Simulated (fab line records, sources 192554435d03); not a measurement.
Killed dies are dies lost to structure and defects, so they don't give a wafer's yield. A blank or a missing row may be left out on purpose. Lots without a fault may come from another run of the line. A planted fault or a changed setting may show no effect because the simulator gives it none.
fab line records | flow n5_finfet
record lots=7 wafers=19 last_day=17
route steps=1938 shown HKMG_FIN@445 BEOL_M4@1111
lots that met no fault: from a run of the same line without faults
start_h: hours from the record's first day to the start of the lot's first wafer shown | wait_h: hours since the lot's step before | " the same as in the row above | L1.1+2: a row that stands for several wafers | - no value, or no start given | * or withheld: withheld | < > ~ a bound
route shown NAME@n: a module of which the file shows steps, and the number in the route of the first | usual: mean/standard deviation of fault-free wafers | same: alike in all rows | chamber/n: place in a boat | sites: the reading at each site | _std_site: their standard deviation | _edge_site: outer sites' mean less inner sites' | radius_mm: how far each site lies from the wafer's centre | mask NAME#n: copy n | behind: the tool/chamber that last shaped the wafer | hold: why the lot was held/for how many hours/how that ended | device: the transistor (n, p or np) that didn't switch | end of line: the same wafers' tests at the end of the route | a step without rows: its recipe alone | killed: dies lost to structure and defects at the first sort, not the wafer's yield | map: a wafer's dies, x killed, . not, _ none there
set.NAME: the setting as run; set.NAME@STEP: as run at that earlier step | model.NAME: the simulator's own value behind a step, which no gauge read
lots at some steps of the route; a table a step, a row a wafer
services: from which hour (start_h, from the record's first day; less than 0 if before it) a tool's chamber was out of use, for how many hours, and why
## steps
# step N5_HKMG_FIN_STRIP_89
# recipe chemistry=N2/H2 material=SOC time_s=20 power_w=500 temp_c=40 pressure_mtorr=50 rf_frequency_hz=6e+07 bias_power_w=8 h2_frac=0.5 n2_flow_sccm=300 h2_flow_sccm=300
# step N5_HKMG_FIN_WET_ETCH_87
# recipe chemistry=SC1 target=TiN mix=1:2:40 temp_c=50 time_s=154.2 target_depth_nm=4.7 dry=ipa_marangoni rinse_time_s=30 rinse_temp_c=23
# step N5_HKMG_FIN_STRIP_88
# recipe chemistry=N2/H2 power_w=2500 temp_c=300 h2_frac=0.65 time_s=360 pressure_mtorr=withheld n2_flow_sccm=1750 h2_flow_sccm=3250
# step N5_HKMG_FIN_NWFM_ALD_20
# recipe material=TiAlC target_thk_a=20 temp_c=300 ald_precursor_family=TiCl4 ald_co_reactant=TEA pulse_time_s=3 purge_time_s=2 co_reactant_purge_time_s=2 co_reactant_pulse_time_s=10 ald_cycles=7 pressure_torr=3
# usual ald_cycles=7/0 heater_power_w=499/49 precursor_pulse_height_rel=1.000/0.019
# same purge_time_s=2
# columns lot.wafer tool chamber start_h wait_h ald_cycles heater_power_w precursor_pulse_height_rel
L359.3 ald_metal-01 3 114.92 0.2 7 445 1.009
L359.4 " 0 " " 7 548 0.979
L359.5 " 0 " " 7 547 0.995
L362.2 ald_metal-04 0 140.00 0.3 7 526 1.015
L362.4 " 3 " " 7 488 0.982
L362.6 " 0 " " 7 536 1.004
L365.1 ald_metal-03 2 156.89 0.3 7 470 0.975
L365.3 " 1 " " 7 459 0.978
L365.5 " 1 " " 7 452 1.007
L366.5 ald_metal-01 2 159.54 0.1 7 538 0.974
L366.6 " 3 " " 7 455 1.018
L368.5 ald_metal-04 2 169.10 0.1 7 420 0.992
L368.6 " 3 " " 7 483 0.992
L369.4 ald_metal-01 2 183.07 0.1 7 520 1.004
L369.5 " 2 " " 7 527 1.043
L369.6 " 3 " " 7 455 1.004
L374.1 ald_metal-01 0 207.57 0.3 7 529 0.997
L374.3 " 2 " " 7 514 0.993
L374.5 " 3 " " 7 452 1.013
# step N5_HKMG_FIN_ALD_71
# recipe material=TiN target_thk_a=10 temp_c=400 ald_precursor_family=TiCl4 ald_co_reactant=NH3 pulse_time_s=1 purge_time_s=3 co_reactant_purge_time_s=2 co_reactant_pulse_time_s=2 ald_cycles=47 pressure_torr=3
# step N5_HKMG_FIN_COAT_66
# recipe resist=SOC temp_c=250 time_s=60 spin_rpm=1500 resist_thk_nm=300
# step N5_HKMG_FIN_ETCH_67
# recipe chemistry=N2/H2 target=SOC target_depth_a=3889 stop_on=TiN ion_energy_ev=100 bias_w=61 pressure_mtorr=30 source_w=850 n2_flow_sccm=200 h2_flow_sccm=200
# usual chamber_pressure_mTorr=30.002/0.026 drypump_motor_current_A=5.9/0.37 h2_flow_sccm=200.1/0.57 oes_product_au=0.75/0.079 rf_vpp_V=240.8/1.1 showerhead_plenum_p_Torr=2.56/0.058 throttle_valve_pct=17.95/0.15
# columns lot.wafer tool chamber start_h wait_h chamber_pressure_mTorr drypump_motor_current_A h2_flow_sccm oes_product_au rf_hours_counter_h rf_vpp_V showerhead_plenum_p_Torr throttle_valve_pct
L359.3 rie_diel-03 3 115.45 - 30.023 6.1 198.8 0.71 213 240.5 2.51 17.88
L359.4 " 0 " " 29.983 5.5 200.3 0.70 207 241.1 2.63 17.82
L359.5 " 2 " " 29.989 5.8 200.4 0.71 - 240.6 2.55 17.95
L362.2 rie_diel-04 2 140.44 - 30.007 5.2 200.0 0.73 175 239.7 2.53 18.05
L362.4 " 3 " " 29.991 6.0 200.3 0.69 240 239.6 2.51 18.02
L362.6 " 0 " " 29.994 5.4 200.2 0.69 - 239.9 2.52 17.92
L365.1 rie_diel-03 3 157.33 - 30.008 6.2 200.9 0.70 226 240.6 2.51 17.88
L365.3 " 2 " " 29.945 5.8 199.7 0.70 173 240.9 2.54 17.96
L365.5 " 2 " " 29.972 5.8 200.7 0.70 - 239.0 2.54 17.96
L366.5 rie_diel-03 1 159.96 - 29.967 6.0 199.7 0.67 - 239.7 2.51 18.27
L366.6 " 2 " " 30.014 5.8 200.0 0.70 - 240.3 2.54 17.97
L368.5 rie_diel-01 0 169.52 - 29.995 6.5 200.2 0.88 - 243.2 2.70 17.85
L368.6 " 3 " " 30.013 6.1 199.7 0.85 - 241.1 2.58 17.89
L369.4 rie_diel-01 1 183.51 - 29.966 6.6 200.2 0.72 201 241.6 2.52 18.16
L369.5 " 1 " " 29.979 6.6 199.8 0.71 - 241.1 2.52 18.15
L369.6 " 0 " " 30.026 6.5 200.1 0.87 - 243.1 2.70 17.85
L374.1 rie_diel-03 0 208.12 - 30.013 5.5 200.2 0.67 238 241.8 2.62 17.86
L374.3 " 1 " " 30.004 6.0 201.0 0.96 2 239.0 2.50 17.82
L374.5 " 2 " " 29.947 5.8 200.0 0.69 - 239.8 2.53 18.02
# step N5_HKMG_FIN_STRIP_90
# recipe chemistry=N2/H2 material=SOC time_s=20 power_w=500 temp_c=40 pressure_mtorr=50 rf_frequency_hz=6e+07 bias_power_w=8 h2_frac=0.5 n2_flow_sccm=300 h2_flow_sccm=300
# usual chamber_pressure_mTorr=50.00/0.039 drypump_motor_current_A=6.0/0.37 h2_flow_sccm=299.9/0.83 oes_product_au=0.76/0.082 rf_vpp_V=54.3/0.79 showerhead_plenum_p_Torr=3.38/0.074 throttle_valve_pct=19.22/0.24
# columns lot.wafer tool chamber start_h wait_h chamber_pressure_mTorr drypump_motor_current_A h2_flow_sccm oes_product_au rf_hours_counter_h rf_vpp_V showerhead_plenum_p_Torr throttle_valve_pct
L359.3 rie_diel-03 3 115.51 0.0 49.96 6.2 299.3 0.72 213 53.7 3.32 18.96
L359.4 " 0 " " 49.98 5.5 299.7 0.71 207 55.0 3.47 18.95
L359.5 " 2 " " 50.02 5.8 300.1 0.72 - 53.6 3.36 18.99
L362.2 rie_diel-04 2 140.50 0.0 50.02 5.2 298.7 0.74 175 54.3 3.34 19.22
L362.4 " 3 " " 50.02 6.1 300.0 0.70 240 55.1 3.31 19.56
L362.6 " 0 " " 49.99 5.4 298.8 0.69 - 54.7 3.33 19.39
L365.1 rie_diel-03 3 157.39 0.0 50.02 6.2 299.1 0.69 226 53.6 3.31 19.01
L365.3 " 2 " " 49.96 5.8 299.9 0.70 173 53.5 3.35 19.03
L365.5 " 2 " " 49.95 5.8 299.1 0.70 - 53.6 3.35 18.99
L366.5 rie_diel-03 1 160.02 0.0 50.00 6.0 299.5 0.69 - 53.8 3.31 19.71
L366.6 " 2 " " 49.99 5.9 300.5 0.72 - 55.4 3.35 19.03
L368.5 rie_diel-01 0 169.59 0.0 50.01 6.5 299.5 0.88 - 52.1 3.56 19.01
L368.6 " 3 " " 50.00 6.1 298.9 0.86 - 53.8 3.40 19.18
L369.4 rie_diel-01 1 183.57 0.0 50.04 6.6 300.0 0.73 201 54.9 3.33 19.57
L369.5 " 1 " " 49.96 6.6 300.5 0.73 - 54.0 3.33 19.58
L369.6 " 0 " " 50.04 6.5 301.2 0.87 - 53.4 3.56 19.03
L374.1 rie_diel-03 0 208.18 0.0 50.01 5.5 301.3 0.68 238 54.4 3.45 18.97
L374.3 " 1 " " 50.09 6.0 300.4 0.97 2 53.0 3.31 19.32
L374.5 " 2 " " 49.98 5.8 299.8 0.68 - 53.9 3.34 19.06
# step N5_HKMG_FIN_WET_ETCH_73
# recipe chemistry=SC1 mix=1:2:40 temp_c=50 time_s=42.3 target_depth_nm=1.3 dry=ipa_marangoni rinse_time_s=30 rinse_temp_c=23
# step N5_HKMG_FIN_ETCHBACK_68
# recipe chemistry=Cl2/Ar stop_on=HfO2 target_depth_a=5 pressure_mtorr=10 icp_w=600 bias_w=60 Cl2_flow_sccm=40 Ar_flow_sccm=60
# usual chamber_pressure_mTorr=10.000/0.012 drypump_motor_current_A=5.9/0.44 mfc_ar_sccm=60.02/0.2 oes_ar_750_au=0.76/0.12 oes_product_au=0.75/0.12 throttle_valve_pct=20.76/0.14
# columns lot.wafer tool chamber start_h wait_h chamber_pressure_mTorr drypump_motor_current_A mfc_ar_sccm oes_ar_750_au oes_product_au rf_hours_counter_h throttle_valve_pct
L359.3 rie_metal-01 0 115.70 0.1 9.999 5.4 59.95 0.72 0.70 - 20.87
L359.4 " 1 " " 9.994 5.3 60.33 0.63 0.62 - 20.71
L359.5 " 1 " " 10.021 5.3 60.40 0.63 0.62 - 20.71
L362.2 rie_metal-03 1 140.66 0.0 9.986 5.9 60.34 0.97 0.97 0 20.60
L362.4 " 0 " " 9.995 6.5 59.91 0.85 0.84 - 20.65
L362.6 " 0 " " 9.988 6.5 59.85 0.85 0.85 - 20.66
L365.1 rie_metal-01 1 157.55 0.0 9.977 5.3 60.26 0.62 0.61 120 20.71
L365.3 " 1 " " 9.995 5.3 59.99 0.62 0.61 - 20.72
L365.5 " 1 " " 9.988 5.3 60.21 0.62 0.61 - 20.71
L366.5 rie_metal-03 0 160.22 0.1 10.003 6.5 60.23 0.84 0.83 - 20.66
L366.6 " 1 " " 9.989 6.0 60.02 0.95 0.95 - 20.60
L368.5 rie_metal-03 1 169.82 0.1 9.999 5.9 60.05 0.94 0.93 - 20.61
L368.6 " 0 " " 9.998 6.5 60.42 0.83 0.83 - 20.65
L369.4 rie_metal-02 0 183.78 0.1 9.997 5.7 59.92 0.69 0.69 - 20.95
L369.5 " 0 " " 9.990 5.8 60.06 0.69 0.69 - 20.93
L369.6 " 1 " " 9.987 6.3 59.86 0.87 0.85 - 20.67
L374.1 rie_metal-02 0 208.34 0.0 10.010 5.8 60.07 0.68 0.69 82 20.94
L374.3 " 0 " " 9.991 5.7 60.04 0.68 0.68 - 20.93
L374.5 " 0 " " 10.006 5.8 59.75 0.68 0.69 - 20.96
# step N5_HKMG_FIN_STRIP_69
# recipe chemistry=N2/H2 power_w=2500 temp_c=300 h2_frac=0.65 time_s=360 pressure_mtorr=withheld n2_flow_sccm=1750 h2_flow_sccm=3250
# usual drypump_motor_current_A=5.83/0.039 h2_flow_sccm=3249/8.6 heater_power_w=482/50
# columns lot.wafer tool chamber start_h wait_h drypump_motor_current_A h2_flow_sccm heater_power_w rf_hours_counter_h
L359.3 plasma_asher-01 1 115.92 0.2 5.80 3249 431 -
L359.4 " 0 " " 5.83 3242 523 -
L359.5 " 0 " " 5.86 3246 502 -
L362.2 plasma_asher-02 1 140.80 0.1 5.77 3261 471 49
L362.4 " 0 " " 5.90 3246 574 -
L362.6 " 0 " " 5.90 3263 578 -
L365.1 plasma_asher-01 1 157.69 0.1 5.81 3240 434 101
L365.3 " 0 " " 5.84 3245 503 -
L365.5 " 0 " " 5.81 3247 501 -
L366.5 plasma_asher-01 0 160.53 0.3 5.83 3249 500 -
L366.6 " 1 " " 5.81 3244 433 -
L368.5 plasma_asher-02 1 170.12 0.3 5.73 3257 457 -
L368.6 " 0 " " 5.87 3254 570 -
L369.4 plasma_asher-01 0 184.00 0.2 5.83 3257 499 -
L369.5 " 0 " " 5.83 3251 509 -
L369.6 " 1 " " 5.85 3250 428 -
L374.1 plasma_asher-01 0 208.48 0.1 5.82 3250 509 112
L374.3 " 0 " " 5.80 3267 523 -
L374.5 " 1 " " 5.82 3245 428 -
# step N5_HKMG_FIN_ALD_21
# recipe material=TiN target_thk_a=15 temp_c=400 ald_precursor_family=TiCl4 ald_co_reactant=NH3 pulse_time_s=1 purge_time_s=3 co_reactant_purge_time_s=2 co_reactant_pulse_time_s=2 ald_cycles=68 pressure_torr=3
# step N5_HKMG_FIN_ALD_72
# recipe material=W target_thk_a=20 temp_c=300 pressure_torr=7.5 ald_precursor_family=WF6 ald_co_reactant=B2H6 pulse_time_s=1 purge_time_s=2 co_reactant_purge_time_s=2 co_reactant_pulse_time_s=3 ald_cycles=7
# usual ald_cycles=7/0 heater_power_w=474/78 precursor_pulse_height_rel=0.997/0.021
# same purge_time_s=2
# columns lot.wafer tool chamber start_h wait_h ald_cycles heater_power_w precursor_pulse_height_rel model.W_of_HKMG_FIN_ALD_72.thk_nm
L359.3 cvd_w-01 0 116.59 0.2 7 422 1.001 2
L359.4 " 0 " " 7 442 0.985 2
L359.5 " 0 " " 7 432 0.982 2
L362.2 cvd_w-02 1 141.55 0.2 7 600 1.036 2.2
L362.4 " 1 " " 7 598 0.983 2.2
L362.6 " 0 " " 7 410 1.008 2
L365.1 cvd_w-01 0 158.44 0.2 7 424 0.977 2
L365.3 " 0 " " 7 440 0.994 2
L365.5 " 0 " " 3 433 1.035 0.8
L366.5 cvd_w-01 1 161.07 0.1 3 476 0.971 1
L366.6 " 0 " " 3 437 1.035 0.8
L368.5 cvd_w-01 1 170.67 0.1 3 461 1.016 1
L368.6 " 0 " " 3 429 0.996 0.8
L369.4 cvd_w-02 1 184.65 0.2 7 595 1.007 1.8
L369.5 " 1 " " 7 602 1.002 2
L369.6 " 0 " " 7 395 1.018 2
L374.1 cvd_w-02 0 209.23 0.2 7 406 1.015 2
L374.3 " 0 " " 7 395 0.997 2.2
L374.5 " 0 " " 7 392 0.991 2
# step N5_HKMG_FIN_W_FILL_22
# recipe material=W target_thk_a=600 temp_c=400 pressure_torr=39.4 time_s=18.2
# step N5_BEOL_M4_RC_MEAS_101
# usual DIBL_N=36.3/1.2 DIBL_P=36.7/1.5 IOFF_N=0.164/0.02 IOFF_P=0.214/0.024 ION_N=673/8.5 ION_P=461/5.9 SS_N=71.6/0.44 SS_P=73.3/0.55 VT_N=249.4/2.4 VT_P=-250.0/2.3
# columns lot.wafer tool chamber start_h wait_h DIBL_N[mV/V] DIBL_P[mV/V] IOFF_N[nA/um] IOFF_P[nA/um] ION_N[uA/um] ION_P[uA/um] SS_N[mV/dec] SS_P[mV/dec] VT_N[mV] VT_P[mV]
L359.3 prober-01 0 203.97 0.3 36.2 36.6 0.152 0.224 671 470 71.6 73.2 250.0 -247.6
L359.4 " 0 " " 36.2 35.8 0.153 0.211 678 462 70.7 73.6 248.5 -249.2
L359.5 " 0 " " 36.8 36.6 0.164 0.228 670 464 71.2 73.3 248.7 -245.8
L362.2 prober-01 0 232.39 0.2 37.4 38.2 0.176 0.252 673 467 72.1 73.2 248.4 -246.0
L362.4 " 0 " " 36.3 37.4 0.160 0.228 664 460 71.9 73.2 248.9 -250.0
L362.6 " 0 " " 37.3 38.4 0.179 0.254 678 466 71.8 74.4 247.0 -246.8
L365.1 prober-02 0 247.75 0.0 37.7 36.2 0.166 0.207 667 461 72.1 73.8 248.4 -253.3
L365.3 " 0 " " 38.3 36.9 0.179 0.223 673 457 71.8 74.3 248.9 -247.9
L365.5 " 0 " " 38.0 37.0 0.183 0.222 672 457 71.5 73.8 249.3 -252.9
L366.5 prober-02 0 254.65 0.6 36.9 37.6 0.158 0.184 666 452 71.1 72.7 251.2 -250.3
L366.6 " 0 " " 38.7 39.2 0.201 0.215 663 450 72.1 73.4 249.5 -252.6
L368.5 prober-02 0 260.54 0.6 35.2 35.6 0.134 0.196 664 460 70.6 72.4 251.3 -249.8
L368.6 " 0 " " 37.1 38.4 0.170 0.239 672 465 72.0 74.3 252.0 -244.9
L369.4 prober-02 0 269.64 0.5 35.1 35.0 0.141 0.202 673 470 71.4 73.9 250.7 -248.7
L369.5 " 0 " " 36.4 36.7 0.170 0.235 684 469 71.8 73.5 247.5 -247.0
L369.6 " 0 " " 36.2 35.9 0.164 0.214 674 464 71.7 73.3 249.1 -249.4
L374.1 prober-01 0 300.04 0.0 36.3 37.0 0.167 0.223 677 466 71.0 72.8 248.7 -250.5
L374.3 " 0 " " 37.6 37.8 0.191 0.241 672 455 72.1 73.7 245.5 -250.5
L374.5 " 0 " " 35.0 35.8 0.150 0.207 676 464 71.3 72.3 247.3 -251.2
## services
# columns tool chamber start_h hours kind
cvd_w-01 1 92.31 58.0 repair
ald_metal-01 - 97.34 2.8 pm
rie_metal-02 - 101.95 14.6 pm
ald_metal-04 - 110.42 12.1 repair
rie_metal-03 1 119.63 - clean
rie_metal-03 1 119.63 18.1 scheduled_down
rie_metal-03 1 119.63 18.1 vent_cycle
rie_diel-03 2 120.65 6.2 repair
rie_diel-01 1 121.10 5.2 repair
ald_metal-01 0 132.30 3.4 repair
ald_metal-03 3 141.46 3.9 repair
rie_metal-03 - 144.48 14.6 pm
rie_diel-03 0 155.80 6.7 repair
ald_metal-01 1 155.90 6.0 repair
ald_metal-03 1 160.26 65.4 repair
rie_diel-04 3 168.49 - clean
rie_diel-04 3 168.49 - consumable_replace:focus_ring
rie_diel-03 1 180.59 - clean
rie_diel-03 1 180.59 - consumable_replace:focus_ring
rie_diel-03 1 180.59 22.5 scheduled_down
rie_diel-03 1 180.59 22.5 vent_cycle
rie_metal-03 0 184.21 10.9 repair
rie_metal-02 - 190.48 2.7 repair
cvd_w-01 0 207.58 14.3 repair
## key
first_sign step=N5_HKMG_FIN_ALD_72 reading=ald_cycles direction=down sigmas=99+ usual=* struck=*
effect none on later readings
model_effect step=N5_HKMG_FIN_ALD_72 value=W_of_HKMG_FIN_ALD_72.thk_nm without=2 struck=0.88
met_at N5_HKMG_FIN_ALD_72
struck_wafers L365.5,L366.5,L366.6,L368.5,L368.6
onset_between 116.59 158.44
fault kind=process_parameter_drift tool=cvd_w-01 chamber=- onset_h=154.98 steps=N5_HKMG_FIN_ALD_72 channel=ald_cycles offset=* shape=step end_h=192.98 scope=struck_wafers_only stated=*
